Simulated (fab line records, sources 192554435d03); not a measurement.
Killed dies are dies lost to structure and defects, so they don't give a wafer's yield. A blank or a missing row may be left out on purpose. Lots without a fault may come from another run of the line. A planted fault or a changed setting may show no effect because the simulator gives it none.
fab line records | flow n5_finfet
record lots=5 wafers=14 last_day=16
route steps=1938 shown BEOL_M3@1011 BEOL_M4@1021
lots that met no fault: from a run of the same line without faults
start_h: hours from the record's first day to the start of the lot's first wafer shown | wait_h: hours since the lot's step before | " the same as in the row above | L1.1+2: a row that stands for several wafers | - no value, or no start given | * or withheld: withheld | < > ~ a bound
route shown NAME@n: a module of which the file shows steps, and the number in the route of the first | usual: mean/standard deviation of fault-free wafers | same: alike in all rows | chamber/n: place in a boat | sites: the reading at each site | _std_site: their standard deviation | _edge_site: outer sites' mean less inner sites' | radius_mm: how far each site lies from the wafer's centre | mask NAME#n: copy n | behind: the tool/chamber that last shaped the wafer | hold: why the lot was held/for how many hours/how that ended | device: the transistor (n, p or np) that didn't switch | end of line: the same wafers' tests at the end of the route | a step without rows: its recipe alone | killed: dies lost to structure and defects at the first sort, not the wafer's yield | map: a wafer's dies, x killed, . not, _ none there
set.NAME: the setting as run; set.NAME@STEP: as run at that earlier step | model.NAME: the simulator's own value behind a step, which no gauge read
lots at some steps of the route; a table a step, a row a wafer
services: from which hour (start_h, from the record's first day; less than 0 if before it) a tool's chamber was out of use, for how many hours, and why
## steps
# step N5_BEOL_M3_ECD_50
# recipe material=Cu target_thk_a=3000
# step N5_BEOL_M3_ANNEAL_51
# recipe temp_c=225 time_s=90 ambient=N2
# step N5_BEOL_M3_CMP_52
# recipe stop_on=SiOC t_overpolish_s=6.8 down_force_psi=1 platen_rpm=50 clearing_platen_down_force_psi=1.5 clearing_platen_rpm=50 post_cmp_clean=cu_alkaline target_thk_nm=40 clearing_platen_pad_velocity_m_s=0.99484 pad_velocity_m_s=0.99484
# step N5_BEOL_M3_PRE_CLEAN_60
# recipe gas=NH3/H2 time_s=15 temp_c=* rf_power_w=300
# step N5_BEOL_M3_CO_CAP_55
# recipe material=Co target_thk_a=20 temp_c=200 precursor=CCTBA/H2 pressure_torr=30 time_s=102.1
# step N5_BEOL_M3_PRE_CLEAN_56
# recipe gas=NH3 time_s=15 temp_c=withheld rf_power_w=300
# step N5_BEOL_M3_DEP_57
# recipe material=SiCN target_thk_a=80 temp_c=withheld precursor=3MS/NH3 pressure_torr=3 rf_w=202 time_s=14
# step N5_BEOL_M4_ILD_DEP_00
# recipe material=SiOC target_thk_a=790 temp_c=350 precursor=DEMS/O2 pressure_torr=5 rf_w=500 time_s=15.3
# step N5_BEOL_M4_PECVD_72
# recipe material=SiO2 target_thk_a=160 temp_c=400 precursor=TEOS/O2 pressure_torr=5.5 rf_w=450 teos_flow_sccm=53.8 gas=O2 flow_sccm=3000 time_s=18
# usual heater_power_w=724/110 showerhead_plenum_p_Torr=8.79/0.071 showerhead_vpp_V=1348/65 throttle_valve_pct=22.1/1.5
# columns lot.wafer tool chamber start_h wait_h heater_power_w showerhead_plenum_p_Torr showerhead_vpp_V throttle_valve_pct model.SiO2_of_BEOL_M4_PECVD_72.thk_nm
L983.1 pecvd-04 1 171.07 0.0 832 8.79 1481 20.5 16.2
L983.2 " 2 " " 605 8.83 1225 23.3 16
L983.4 " 2 " " 627 8.83 1252 23.0 16.4
L992.1 pecvd-04 1 225.48 0.0 828 8.78 1464 20.1 16
L992.2 " 0 " " 757 8.87 1341 22.0 16
L992.4 " 0 " " 746 8.86 1352 22.1 8.8
L993.2 pecvd-04 0 231.91 0.0 659 8.86 1367 21.6 16
L993.4 " 0 " " 674 8.86 1370 21.7 8.8
L994.4 pecvd-04 2 243.62 0.1 695 8.77 1244 21.4 8.8
L994.5 " 0 " " 759 8.85 1373 22.0 16
L994.6 " 1 " " 812 8.81 1446 20.6 8.8
L997.1 pecvd-03 0 246.17 0.0 767 8.90 1317 21.0 16
L997.4 " 1 " " 694 8.86 1412 22.1 16.2
L997.5 " 0 " " 772 8.87 1297 21.2 16.4
# step N5_BEOL_M4_HM_DEP_02
# recipe material=TiN target_thk_a=200 temp_c=25 chamber_pressure_pa=0.49996
# step N5_BEOL_M4_COAT_61
# recipe resist=SOC temp_c=250 time_s=60 spin_rpm=1500 resist_thk_nm=60
# step N5_BEOL_M4_COAT_62
# recipe resist=SiARC temp_c=220 time_s=60 spin_rpm=1500 resist_thk_nm=12
# step N5_BEOL_M4_COAT_73
# recipe resist=underlayer temp_c=205 time_s=60 spin_rpm=1500 resist_thk_nm=5
# step N5_BEOL_M4_COAT_05
# recipe resist=CAR-EUV spin_rpm=1500 resist_thk_nm=30
# step N5_BEOL_M4_EBR_07
# recipe solvent=PGMEA ebr_width_mm=1.5
# step N5_BEOL_M4_SOFTBAKE_06
# recipe temp_c=110 time_s=60 resist=CAR-EUV
# step N5_BEOL_M4_EXPOSE_08
# recipe mask_id=M4 na=0.33 source_shape=dipole sigma_inner=0.369 sigma_outer=0.767 polarization=unpolarized dose_mj=41.25
# step N5_BEOL_M4_PEB_09
# recipe peb_temp_c=100 peb_time_s=60 resist=CAR-EUV
# step N5_BEOL_M4_DEVELOP_10
# recipe develop_time_s=30 developer=TMAH resist=CAR-EUV rinse_liquid=surfactant_rinse dry=air_spin dev_temp_c=23
# step N5_BEOL_M4_DESCUM_16
# recipe chemistry=O2 time_s=7 source_power_w=50 bias_power_w=20 pressure_mtorr=20 rf_frequency_hz=2.712e+07 temp_c=40 resist=CAR-EUV o2_flow_sccm=225
# step N5_BEOL_M4_ETCH_74
# recipe chemistry=N2/H2 target=underlayer target_depth_a=65 mask_material=CAR-EUV time_s=5.2 ion_energy_ev=200 pressure_mtorr=30 source_w=840 bias_w=150 n2_flow_sccm=200 h2_flow_sccm=200 ends=cleared
# step N5_BEOL_M4_ETCH_63
# recipe chemistry=CF4 target=SiARC target_depth_a=156 mask_material=CAR-EUV time_s=26 ion_energy_ev=80 pressure_mtorr=40 source_w=545 bias_w=36 Ar_flow_sccm=100 cf4_flow_sccm=100 ends=cleared
# step N5_BEOL_M4_ETCH_64
# recipe chemistry=N2/H2 target=SOC target_depth_a=750 overetch_a=225 mask_material=SiARC temp_c=40 time_s=121.9 ion_energy_ev=200 pressure_mtorr=30 source_w=840 bias_w=150 n2_flow_sccm=200 h2_flow_sccm=200
# step N5_BEOL_M4_STRIP_65
# recipe chemistry=N2/H2 temp_c=40 n2_flow_sccm=200 h2_flow_sccm=200 rf_frequency_hz=6e+07
# step N5_BEOL_M4_STRIP_75
# recipe chemistry=N2/H2 temp_c=40 n2_flow_sccm=200 h2_flow_sccm=200 rf_frequency_hz=6e+07
# step N5_BEOL_M4_STRIP_66
# recipe chemistry=CF4 resist=SiARC power_w=300 bias_power_w=75 pressure_mtorr=50 cf4_flow_sccm=150 rf_frequency_hz=6e+07
# step N5_BEOL_M4_HM_OPEN_17
# recipe chemistry=Cl2/BCl3 target_depth_a=200 overetch_a=60 target=TiN mask_material=SOC ion_energy_ev=150 pressure_mtorr=10 icp_w=1000 bias_w=126 Cl2_flow_sccm=53.25 bcl3_flow_sccm=21.75 Ar_flow_sccm=25
# step N5_BEOL_M4_STRIP_19
# recipe chemistry=O2 power_w=400 temp_c=40 pressure_mtorr=30 rf_frequency_hz=6e+07 bias_power_w=0 overash_fraction=0.2 o2_flow_sccm=225
# step N5_BEOL_M4_COAT_67
# recipe resist=SOC temp_c=250 time_s=60 spin_rpm=1500 resist_thk_nm=60
# step N5_BEOL_M4_COAT_68
# recipe resist=SiARC temp_c=220 time_s=60 spin_rpm=1500 resist_thk_nm=12
# step N5_BEOL_M4_COAT_76
# recipe resist=underlayer temp_c=205 time_s=60 spin_rpm=1500 resist_thk_nm=5
# step N5_BEOL_M4_COAT_22
# recipe resist=CAR-EUV spin_rpm=1500 resist_thk_nm=30
# step N5_BEOL_M4_EBR_24
# recipe solvent=PGMEA ebr_width_mm=1.5
# step N5_BEOL_M4_SOFTBAKE_23
# recipe temp_c=110 time_s=60 resist=CAR-EUV
# step N5_BEOL_M4_HM_STRIP_39
# recipe chemistry=peroxide_tin_strip material=TiN target_depth_a=250 temp_c=50 time_s=158
# columns lot.wafer tool chamber start_h wait_h model.SiO2_of_BEOL_M4_PECVD_72.thk_nm
L983.1 wet_bench-05 4 182.36 0.0 16
L983.2 " 2 " " 15.8
L983.4 " 1 " " 16.2
L992.1 wet_bench-05 0 232.51 0.0 16
L992.2 " 4 " " 15.8
L992.4 " 7 " " 8.6
L993.2 wet_bench-05 2 242.24 0.0 15.8
L993.4 " 4 " " 8.6
L994.4+6 wet_bench-05 0,7 256.75 0.0 8.6
L994.5 " 3 " " 16
L997.1+4 wet_bench-05 6,5 261.53 0.0 16
L997.5 " 2 " " 16.2
# step N5_BEOL_M4_CMP_52
# recipe stop_on=SiOC t_overpolish_s=6.8 down_force_psi=1 platen_rpm=50 clearing_platen_down_force_psi=1.5 clearing_platen_rpm=50 post_cmp_clean=cu_alkaline target_thk_nm=40 clearing_platen_pad_velocity_m_s=0.99484 pad_velocity_m_s=0.99484
# usual barrier_field_endpoint_s=24.6/0.61 head_pressure_psi=0.9999/0.0024 motor_current_A=6.3/0.69
# columns lot.wafer tool chamber start_h wait_h barrier_field_endpoint_s head_pressure_psi motor_current_A
L983.1 cmp-02 1 185.55 0.3 24.8 0.9958 6.8
L983.4 " 2 " " 25.1 1.0024 6.0
L983.2 " 3 " " 24.9 1.0030 5.5
L992.4 cmp-02 0 237.75 0.1 15.3 1.0011 5.3
L992.2 " 2 " " 24.2 1.0023 5.9
L992.1 " 3 " " 23.9 0.9965 5.8
L993.4 cmp-01 0 245.71 0.1 15.8 1.0019 7.3
L993.2 " 1 " " 25.2 0.9975 5.6
L994.4 cmp-02 3 260.02 0.2 15.9 0.9945 5.9
L994.6 " 1 " " 16.4 1.0035 7.1
L994.5 " 2 " " 24.9 1.0010 5.7
L997.1 cmp-03 3 264.87 0.3 24.8 0.9997 6.7
L997.4 " 1 " " 24.8 1.0007 6.6
L997.5 " 3 " " 25.4 1.0018 6.3
# step N5_BEOL_M4_RC_MEAS_101
# usual DIBL_N=36.3/1.4 DIBL_P=36.2/1.5 IOFF_N=0.160/0.021 IOFF_P=0.211/0.027 ION_N=676/7.7 ION_P=463/5.5 SS_N=71.4/0.57 SS_P=73.3/0.58 VT_N=249.3/2.5 VT_P=-250.1/2.6
# columns lot.wafer tool chamber start_h wait_h DIBL_N[mV/V] DIBL_P[mV/V] IOFF_N[nA/um] IOFF_P[nA/um] ION_N[uA/um] ION_P[uA/um] SS_N[mV/dec] SS_P[mV/dec] VT_N[mV] VT_P[mV]
L983.1 prober-01 0 186.17 0.0 35.0 34.9 0.153 0.194 679 465 71.6 73.1 251.5 -250.2
L983.2 " 0 " " 38.0 39.2 0.222 0.272 688 474 72.5 73.7 245.6 -248.3
L983.4 " 0 " " 36.8 37.9 0.192 0.233 690 462 71.9 73.1 247.1 -247.0
L992.1 prober-01 0 238.36 0.0 34.4 35.3 0.138 0.196 680 465 71.0 73.5 252.4 -250.9
L992.2 " 0 " " 34.2 34.8 0.128 0.197 661 463 71.1 73.6 253.6 -248.9
L992.4 " 0 " " 37.1 38.3 0.168 0.245 675 472 72.1 73.8 248.2 -247.1
L993.2 prober-02 0 246.48 0.2 38.0 38.1 0.180 0.211 676 457 72.7 74.4 248.9 -254.4
L993.4 " 0 " " 37.7 38.0 0.182 0.196 674 452 72.8 74.0 251.3 -253.5
L994.4 prober-01 0 261.02 0.5 35.5 35.5 0.155 0.215 680 468 71.2 73.2 253.7 -250.6
L994.5 " 0 " " 34.2 35.0 0.144 0.199 676 468 70.8 72.9 249.9 -249.5
L994.6 " 0 " " 35.5 35.8 0.159 0.211 679 468 71.2 73.4 251.2 -249.6
L997.1 prober-01 0 265.43 0.0 36.7 36.4 0.168 0.226 667 460 71.3 73.5 250.0 -250.0
L997.4 " 0 " " 37.6 36.9 0.180 0.233 680 463 72.1 73.8 248.1 -250.6
L997.5 " 0 " " 37.4 37.1 0.182 0.235 674 463 71.6 73.4 247.5 -249.8
## services
# columns tool chamber start_h hours kind
cmp-03 - 148.96 0.9 repair
cmp-01 - 157.30 1.3 repair
cmp-03 - 193.33 4.0 pm
cmp-03 - 197.33 - consumable_replace:conditioner
cmp-03 - 197.33 - consumable_replace:pad
cmp-03 - 197.70 1.8 repair
pecvd-03 0 199.89 3.5 repair
cmp-03 - 200.88 9.4 pm
pecvd-04 2 202.38 - clean
pecvd-04 2 202.38 - consumable_replace:showerhead
pecvd-04 2 202.38 29.0 scheduled_down
pecvd-04 2 202.38 29.0 vent_cycle
cmp-03 - 214.96 4.3 pm
cmp-03 - 223.26 2.5 repair
cmp-02 - 230.48 1.0 repair
cmp-01 - 240.96 2.3 repair
cmp-01 - 251.52 6.1 repair
cmp-02 - 264.59 5.4 pm
## key
first_sign step=N5_BEOL_M4_CMP_52 reading=barrier_field_endpoint_s direction=down sigmas=14 usual=24.6 struck=15.8
effect none on later readings
model_effect step=N5_BEOL_M4_PECVD_72 value=SiO2_of_BEOL_M4_PECVD_72.thk_nm without=16.2 struck=8.8
model_effect step=N5_BEOL_M4_HM_STRIP_39 value=SiO2_of_BEOL_M4_PECVD_72.thk_nm without=16.1 struck=8.6
met_at N5_BEOL_M4_PECVD_72
struck_wafers L992.4,L993.4,L994.4,L994.6
onset_between 171.07 225.48
fault kind=process_parameter_drift tool=pecvd-04 chamber=- onset_h=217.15 steps=N5_BEOL_M4_PECVD_72 channel=time_s offset=* shape=step end_h=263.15 scope=struck_wafers_only acts_in=* stated=*
